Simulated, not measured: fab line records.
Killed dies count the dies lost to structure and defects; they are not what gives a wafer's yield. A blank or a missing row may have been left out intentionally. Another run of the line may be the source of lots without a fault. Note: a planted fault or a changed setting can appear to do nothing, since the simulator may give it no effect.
A sampling plan put to the test -- flow n5-finfet -- each of the 31 faults these records tell of, on one fab line, judged from the records of the lots it struck
What counts as the plan is the set of the line's own looks, namely the steps on the route at which a gauge or an inspection reads a wafer and does not change it. A look is open to judgement when struck wafers have a number at it and the file gives its usual mean and standard deviation on fault-free wafers. Caught: the struck wafers' mean, at a look after the fault's first step, is 4 or more of those standard deviations (sigma) away from the usual mean. On the tool: the test repeated on the tool's own readings taken at the fault's steps. It also counts as caught if the struck wafers ran another recipe or if their record alone is blank.

THE FAULTS, as the simulator had put them in
1. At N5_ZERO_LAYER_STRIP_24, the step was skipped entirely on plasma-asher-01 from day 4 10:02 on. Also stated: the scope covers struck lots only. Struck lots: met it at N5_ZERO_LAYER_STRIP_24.
2. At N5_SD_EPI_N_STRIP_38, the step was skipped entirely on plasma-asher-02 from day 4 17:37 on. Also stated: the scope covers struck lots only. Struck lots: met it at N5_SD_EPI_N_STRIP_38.
3. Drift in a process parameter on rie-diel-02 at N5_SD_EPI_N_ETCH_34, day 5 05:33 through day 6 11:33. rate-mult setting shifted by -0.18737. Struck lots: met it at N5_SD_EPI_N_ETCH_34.
4. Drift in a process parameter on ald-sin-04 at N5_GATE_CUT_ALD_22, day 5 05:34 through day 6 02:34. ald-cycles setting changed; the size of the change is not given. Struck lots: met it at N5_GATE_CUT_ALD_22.
5. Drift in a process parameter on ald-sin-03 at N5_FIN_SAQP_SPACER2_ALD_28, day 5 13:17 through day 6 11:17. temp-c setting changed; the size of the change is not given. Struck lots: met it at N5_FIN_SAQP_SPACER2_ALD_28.
6. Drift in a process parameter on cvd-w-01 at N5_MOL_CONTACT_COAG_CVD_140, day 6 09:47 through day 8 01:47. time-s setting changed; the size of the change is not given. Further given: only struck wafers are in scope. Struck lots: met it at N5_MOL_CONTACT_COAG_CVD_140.
7. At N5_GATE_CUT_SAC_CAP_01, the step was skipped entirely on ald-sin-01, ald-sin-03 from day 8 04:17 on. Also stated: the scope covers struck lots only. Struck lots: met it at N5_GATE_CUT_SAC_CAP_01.
8. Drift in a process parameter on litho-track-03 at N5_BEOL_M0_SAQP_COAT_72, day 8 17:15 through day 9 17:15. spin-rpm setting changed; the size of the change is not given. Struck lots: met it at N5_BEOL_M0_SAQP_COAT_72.
9. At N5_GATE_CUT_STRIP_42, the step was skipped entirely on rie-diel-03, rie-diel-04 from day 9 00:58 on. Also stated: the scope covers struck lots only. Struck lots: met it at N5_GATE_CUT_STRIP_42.
10. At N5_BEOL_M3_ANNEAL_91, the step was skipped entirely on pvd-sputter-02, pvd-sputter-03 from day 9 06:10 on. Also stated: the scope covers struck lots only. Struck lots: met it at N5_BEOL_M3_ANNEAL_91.
11. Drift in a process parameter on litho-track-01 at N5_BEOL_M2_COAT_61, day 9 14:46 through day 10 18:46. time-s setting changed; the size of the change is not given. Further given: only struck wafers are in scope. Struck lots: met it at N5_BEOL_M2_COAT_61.
12. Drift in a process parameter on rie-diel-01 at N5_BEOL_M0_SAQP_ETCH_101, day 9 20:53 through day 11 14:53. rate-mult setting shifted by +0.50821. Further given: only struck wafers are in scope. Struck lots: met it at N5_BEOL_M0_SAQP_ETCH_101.
13. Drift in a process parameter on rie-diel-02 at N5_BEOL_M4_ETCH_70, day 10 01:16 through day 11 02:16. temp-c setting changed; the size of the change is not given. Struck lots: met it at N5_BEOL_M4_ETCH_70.
14. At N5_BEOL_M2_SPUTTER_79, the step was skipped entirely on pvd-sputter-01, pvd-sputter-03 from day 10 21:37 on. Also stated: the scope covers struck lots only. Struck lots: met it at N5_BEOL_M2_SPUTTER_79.
15. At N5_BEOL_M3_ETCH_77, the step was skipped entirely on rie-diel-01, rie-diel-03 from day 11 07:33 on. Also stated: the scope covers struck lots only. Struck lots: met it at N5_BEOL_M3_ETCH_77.
16. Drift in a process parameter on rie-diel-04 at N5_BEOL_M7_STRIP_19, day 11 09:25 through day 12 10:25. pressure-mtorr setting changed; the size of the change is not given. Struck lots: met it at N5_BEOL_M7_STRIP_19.
17. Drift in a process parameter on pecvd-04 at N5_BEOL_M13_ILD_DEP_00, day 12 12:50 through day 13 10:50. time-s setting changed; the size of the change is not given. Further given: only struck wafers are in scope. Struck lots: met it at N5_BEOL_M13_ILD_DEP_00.
18. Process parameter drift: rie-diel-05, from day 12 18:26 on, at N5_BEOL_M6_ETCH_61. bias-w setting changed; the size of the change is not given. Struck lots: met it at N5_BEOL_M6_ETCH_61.
19. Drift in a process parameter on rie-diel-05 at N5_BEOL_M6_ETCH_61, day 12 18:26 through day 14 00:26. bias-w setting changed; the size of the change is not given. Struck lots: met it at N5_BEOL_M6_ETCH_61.
20. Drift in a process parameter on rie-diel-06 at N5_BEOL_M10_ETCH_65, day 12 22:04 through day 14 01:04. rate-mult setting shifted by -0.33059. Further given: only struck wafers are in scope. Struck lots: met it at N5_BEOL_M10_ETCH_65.
21. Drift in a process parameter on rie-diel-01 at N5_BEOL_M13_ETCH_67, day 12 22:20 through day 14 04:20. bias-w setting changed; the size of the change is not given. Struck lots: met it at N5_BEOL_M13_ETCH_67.
22. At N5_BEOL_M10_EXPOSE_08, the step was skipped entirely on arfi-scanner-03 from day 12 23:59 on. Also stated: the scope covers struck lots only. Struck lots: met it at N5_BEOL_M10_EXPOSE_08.
23. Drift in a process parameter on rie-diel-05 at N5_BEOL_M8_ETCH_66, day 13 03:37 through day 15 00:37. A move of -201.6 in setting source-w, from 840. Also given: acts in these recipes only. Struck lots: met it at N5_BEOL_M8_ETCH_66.
24. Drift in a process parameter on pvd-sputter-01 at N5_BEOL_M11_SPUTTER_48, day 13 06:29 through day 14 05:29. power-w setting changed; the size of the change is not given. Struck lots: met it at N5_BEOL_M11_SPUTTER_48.
25. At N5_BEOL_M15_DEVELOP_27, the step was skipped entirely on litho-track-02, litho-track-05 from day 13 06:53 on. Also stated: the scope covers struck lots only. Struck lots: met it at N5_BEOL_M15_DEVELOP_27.
26. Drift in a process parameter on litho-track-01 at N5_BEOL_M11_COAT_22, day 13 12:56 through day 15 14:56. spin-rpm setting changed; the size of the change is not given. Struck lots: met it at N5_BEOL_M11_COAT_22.
27. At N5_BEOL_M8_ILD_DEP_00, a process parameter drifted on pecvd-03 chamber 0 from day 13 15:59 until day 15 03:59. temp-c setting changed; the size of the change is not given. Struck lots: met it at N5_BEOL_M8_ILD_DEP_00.
28. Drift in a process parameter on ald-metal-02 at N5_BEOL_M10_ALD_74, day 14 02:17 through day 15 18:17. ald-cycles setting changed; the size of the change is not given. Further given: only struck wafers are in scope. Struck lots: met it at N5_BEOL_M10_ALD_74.
29. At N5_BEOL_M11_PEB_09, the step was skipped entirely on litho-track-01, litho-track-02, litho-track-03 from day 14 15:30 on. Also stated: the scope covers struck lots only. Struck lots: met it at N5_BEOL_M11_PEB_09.
30. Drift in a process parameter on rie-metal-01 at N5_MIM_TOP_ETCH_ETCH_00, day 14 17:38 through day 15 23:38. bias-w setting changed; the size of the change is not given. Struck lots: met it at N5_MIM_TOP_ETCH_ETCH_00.
31. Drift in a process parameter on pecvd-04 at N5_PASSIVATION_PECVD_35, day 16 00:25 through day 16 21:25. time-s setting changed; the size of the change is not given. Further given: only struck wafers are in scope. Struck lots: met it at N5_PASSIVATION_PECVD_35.

WHAT THE PLAN SAW
fault,on the tool itself,first look that catches it,"reading, sigma",median hours from its first step to that look,hours from the fault's start to the first struck lot there,judged looks passed uncaught
1,the tool's record is blank for the struck wafers,none of the 4 looks that can be judged after it,-,-,-,4
2,the tool's record is blank for the struck wafers,not the one look that can be judged after it,-,-,-,1
3,etch-rf-on-time-s +9.0 sigma,not the one look that can be judged after it,-,-,-,1
4,under 2 sigma,none of the 2 looks that can be judged after it,-,-,-,2
5,susceptor-temp-C +93 sigma,not the one look that can be judged after it,-,-,-,1
6,run-length-s +99 or beyond sigma,not the one look that can be judged after it,-,-,-,1
7,the tool's record is blank for the struck wafers,not the one look that can be judged after it,-,-,-,1
8,spin-speed-rpm -99 or beyond sigma,none of the 2 looks that can be judged after it,-,-,-,2
9,the tool's record is blank for the struck wafers,not the one look that can be judged after it,-,-,-,1
10,the tool's record is blank for the struck wafers,not the one look that can be judged after it,-,-,-,1
11,run-length-s -99 or beyond sigma,not the one look that can be judged after it,-,-,-,1
12,only faintly: oes-product-au +3.2 sigma,not the one look that can be judged after it,-,-,-,1
13,temp-c -23 sigma,not the one look that can be judged after it,-,-,-,1
14,the tool's record is blank for the struck wafers,not the one look that can be judged after it,-,-,-,1
15,the tool's record is blank for the struck wafers,not the one look that can be judged after it,-,-,-,1
16,chamber-pressure-mTorr +99 or beyond sigma,not the one look that can be judged after it,-,-,-,1
17,run-length-s +8.8 sigma,no look after it can be judged,-,-,-,0
18,bias-w +15 sigma,no look after it can be judged,-,-,-,0
19,bias-w -40 sigma,no look after it can be judged,-,-,-,0
20,etch-rf-on-time-s +13 sigma,no look after it can be judged,-,-,-,0
21,bias-w -81 sigma,no look after it can be judged,-,-,-,0
22,no reading that can be judged,no look after it can be judged,-,-,-,0
23,rf-fwd-power-W -74 sigma,no look after it can be judged,-,-,-,0
24,cathode-dc-power-W -99 or beyond sigma,no look after it can be judged,-,-,-,0
25,the tool's record is blank for the struck wafers,no look after it can be judged,-,-,-,0
26,spin-speed-rpm +48 sigma,not the one look that can be judged after it,-,-,-,1
27,susceptor-temp-C +19 sigma,no look after it can be judged,-,-,-,0
28,under 2 sigma,no look after it can be judged,-,-,-,0
29,the tool's record is blank for the struck wafers,no look after it can be judged,-,-,-,0
30,bias-w +31 sigma,not the one look that can be judged after it,-,-,-,1
31,run-length-s -53 sigma,not the one look that can be judged after it,-,-,-,1
A dash: the fault is not caught, or the number is missing from these records.

Caught at a look: 0 of 31. Caught on the tool: 27 of 31. By one or the other: 27 of 31.
On the tool alone, faults 1, 2, 3, 5, 6, 7, 8, 9, 10, 11, 13, 14, 15, 16, 17, 18, 19, 20, 21, 23, 24, 25, 26, 27, 29, 30, 31 were caught.
Caught by neither: faults 4, 12, 22, 28.
